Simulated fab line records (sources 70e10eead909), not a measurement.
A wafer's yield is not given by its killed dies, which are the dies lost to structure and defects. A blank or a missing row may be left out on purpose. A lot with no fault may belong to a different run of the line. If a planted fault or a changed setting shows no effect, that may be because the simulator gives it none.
Which of the tools did it? :: flow nandHarc :: Sampling: 13 lots, 38 wafers, 4 of 1302 route steps

WHAT EACH GAUGE READ, for each wafer
NHARC_A_CHANNEL_FILL_D1_INSPECT_13.
lot: L407
measured: day 11 08:14
on: defectInspect-01
rawDefectCount: 649 461 232

lot: L408
measured: day 12 04:28
on: defectInspect-01
rawDefectCount: 140 120 264

lot: L410
measured: day 12 12:07
on: defectInspect-02
rawDefectCount: 553 407 612

lot: L409
measured: day 12 12:08
on: defectInspect-01
rawDefectCount: 290 249 302

lot: L411
measured: day 12 19:15
on: defectInspect-02
rawDefectCount: 318 402 334

lot: L413
measured: day 13 08:41
on: defectInspect-01
rawDefectCount: 431 288 391

lot: L414
measured: day 14 10:01
on: defectInspect-02
rawDefectCount: 126 147

lot: L421
measured: day 17 05:32
on: defectInspect-01
rawDefectCount: 274 182 178

lot: L425
measured: day 18 09:40
on: defectInspect-02
rawDefectCount: 288 329 404

lot: L427
measured: day 19 13:44
on: defectInspect-01
rawDefectCount: 225 209 248

lot: L426
measured: day 19 13:45
on: defectInspect-01
rawDefectCount: 189 144 173

lot: L428
measured: day 19 20:53
on: defectInspect-02
rawDefectCount: 268 278 266

lot: L429
measured: day 20 13:05
on: defectInspect-01
rawDefectCount: 130 170 76

NHARC_A_ONON_D2_THK_MEAS_11: measures by ellipsometry.
lot: L407
measured: day 12 22:38
on: filmMetro-02
thkNm (nm): 993 993 991

lot: L408
measured: day 13 19:58
on: filmMetro-02
thkNm (nm): 995 995 996

lot: L410
measured: day 14 02:49
on: filmMetro-01
thkNm (nm): 995 994 995

lot: L409
measured: day 14 02:52
on: filmMetro-02
thkNm (nm): 983 981 983

lot: L411
measured: day 14 10:02
on: filmMetro-02
thkNm (nm): 995 996 993

lot: L413
measured: day 14 20:29
on: filmMetro-02
thkNm (nm): 1010 1011 1011

lot: L414
measured: day 15 22:23
on: filmMetro-01
thkNm (nm): 1014 1013

lot: L421
measured: day 18 15:51
on: filmMetro-02
thkNm (nm): 998 997 998

lot: L425
measured: day 19 19:36
on: filmMetro-02
thkNm (nm): 1006 1005 1003

lot: L427
measured: day 21 01:16
on: filmMetro-01
thkNm (nm): 986 985 986

lot: L426
measured: day 21 01:16
on: filmMetro-02
thkNm (nm): 984 985 986

lot: L428
measured: day 21 07:52
on: filmMetro-02
thkNm (nm): 1011 1013 1010

lot: L429
measured: day 22 06:35
on: filmMetro-01
thkNm (nm): 1007 1005 1006

NHARC_A_ONON_D2_THK_MEAS_14: measures by ellipsometry.
lot: L407
measured: day 12 23:13
on: filmMetro-01
thkNm (nm): 999 1001 1004

lot: L408
measured: day 13 20:32
on: filmMetro-01
thkNm (nm): 1015 1014 1011

lot: L410
measured: day 14 03:23
on: filmMetro-02
thkNm (nm): 1001 1000 1002

lot: L409
measured: day 14 03:26
on: filmMetro-02
thkNm (nm): 1013 1012 1013

lot: L411
measured: day 14 10:45
on: filmMetro-02
thkNm (nm): 1008 1009 1010

lot: L413
measured: day 14 21:05
on: filmMetro-01
thkNm (nm): 994 996 993

lot: L414
measured: day 15 22:57
on: filmMetro-01
thkNm (nm): 1001 634

lot: L421
measured: day 18 16:25
on: filmMetro-02
thkNm (nm): 1002 1003 1002

lot: L425
measured: day 19 20:10
on: filmMetro-02
thkNm (nm): 1006 1008 1006

lot: L427
measured: day 21 01:50
on: filmMetro-02
thkNm (nm): 989 987 987

lot: L426
measured: day 21 01:50
on: filmMetro-01
thkNm (nm): 1000 1000 997

lot: L428
measured: day 21 08:26
on: filmMetro-02
thkNm (nm): 1001 1000 1002

lot: L429
measured: day 22 07:08
on: filmMetro-01
thkNm (nm): 993 993 993

TOOL THAT RAN EACH LOT (tool first, then ch and the chambers of the sampled wafers, then the start)
lot: L407
NHARC_A_ONON_D2_DEP_12: pecvdOnon-02 ch 0, day 12 22:41

lot: L408
NHARC_A_ONON_D2_DEP_12: pecvdOnon-04 ch 0, day 13 20:01

lot: L410
NHARC_A_ONON_D2_DEP_12: pecvdOnon-02 ch 0, day 14 02:56

lot: L409
NHARC_A_ONON_D2_DEP_12: pecvdOnon-01 ch 0, day 14 02:56

lot: L411
NHARC_A_ONON_D2_DEP_12: pecvdOnon-02 ch 0, day 14 10:14

lot: L413
NHARC_A_ONON_D2_DEP_12: pecvdOnon-01 ch 0, day 14 20:36

lot: L414
NHARC_A_ONON_D2_DEP_12: pecvdOnon-02 ch 0, day 15 22:30

lot: L421
NHARC_A_ONON_D2_DEP_12: pecvdOnon-04 ch 0, day 18 15:58

lot: L425
NHARC_A_ONON_D2_DEP_12: pecvdOnon-02 ch 0, day 19 19:39

lot: L427
NHARC_A_ONON_D2_DEP_12: pecvdOnon-04 ch 0, day 21 01:20

lot: L426
NHARC_A_ONON_D2_DEP_12: pecvdOnon-02 ch 0, day 21 01:30

lot: L428
NHARC_A_ONON_D2_DEP_12: pecvdOnon-02 ch 0, day 21 07:55

lot: L429
NHARC_A_ONON_D2_DEP_12: pecvdOnon-02 ch 0, day 22 06:38
- NHARC_A_ONON_D2_DEP_12: target thk 1000 nm.

WHAT THE TOOLS THEMSELVES READ (means of the sampled wafers that have a number; where no wafer has one, the mark that the record gives instead)
NHARC_A_ONON_D2_DEP_12.
lot: L407
tool: pecvdOnon-02
n2oFlowSccm (sccm): 1997

lot: L408
tool: pecvdOnon-04
n2oFlowSccm (sccm): 2004

lot: L410
tool: pecvdOnon-02
n2oFlowSccm (sccm): 2000

lot: L409
tool: pecvdOnon-01
n2oFlowSccm (sccm): 2003

lot: L411
tool: pecvdOnon-02
n2oFlowSccm (sccm): 1999

lot: L413
tool: pecvdOnon-01
n2oFlowSccm (sccm): 2004

lot: L414
tool: pecvdOnon-02
n2oFlowSccm (sccm): 2007

lot: L421
tool: pecvdOnon-04
n2oFlowSccm (sccm): 2008

lot: L425
tool: pecvdOnon-02
n2oFlowSccm (sccm): 2003

lot: L427
tool: pecvdOnon-04
n2oFlowSccm (sccm): 2006

lot: L426
tool: pecvdOnon-02
n2oFlowSccm (sccm): 2007

lot: L428
tool: pecvdOnon-02
n2oFlowSccm (sccm): 2005

lot: L429
tool: pecvdOnon-02
n2oFlowSccm (sccm): 2004

THE ANSWER, worked out from the rows above alone
Rule: what is usual is taken from the lots themselves. The widest of any qualifying gaps counts: lots, ordered by their means at a reading, are off when they make up no more than a third of the lots, leave a main group of 4 or more, and stand apart from it by 3 or more times the standard deviation of that group's means. A main group whose means are all the same, to the digits that the tables above print for the reading, isn't used. Also off: a lot with no number at a reading for which 4 or more lots have one. All remaining lots with rows at the step are treated as sound. Order of review: gauges by route order, followed by the tools' own readings, for which a lot's mean as printed above is used. At the first step where some lot is off, the reading lying furthest off is the one used; lots without a number count as furthest.
Off: L414, at NHARC_A_ONON_D2_THK_MEAS_14 (thkNm). The main group: mean 1002 nm, standard deviation 7.5.
A tool fits if, at a process step before that reading, it ran every lot that is off, and no sound lot after the first of them. Gauges at NHARC_A_ONON_D2_THK_MEAS_14: tried the same way as those tools. No candidate that was tried fits.

WHAT THE SIMULATOR PUT IN
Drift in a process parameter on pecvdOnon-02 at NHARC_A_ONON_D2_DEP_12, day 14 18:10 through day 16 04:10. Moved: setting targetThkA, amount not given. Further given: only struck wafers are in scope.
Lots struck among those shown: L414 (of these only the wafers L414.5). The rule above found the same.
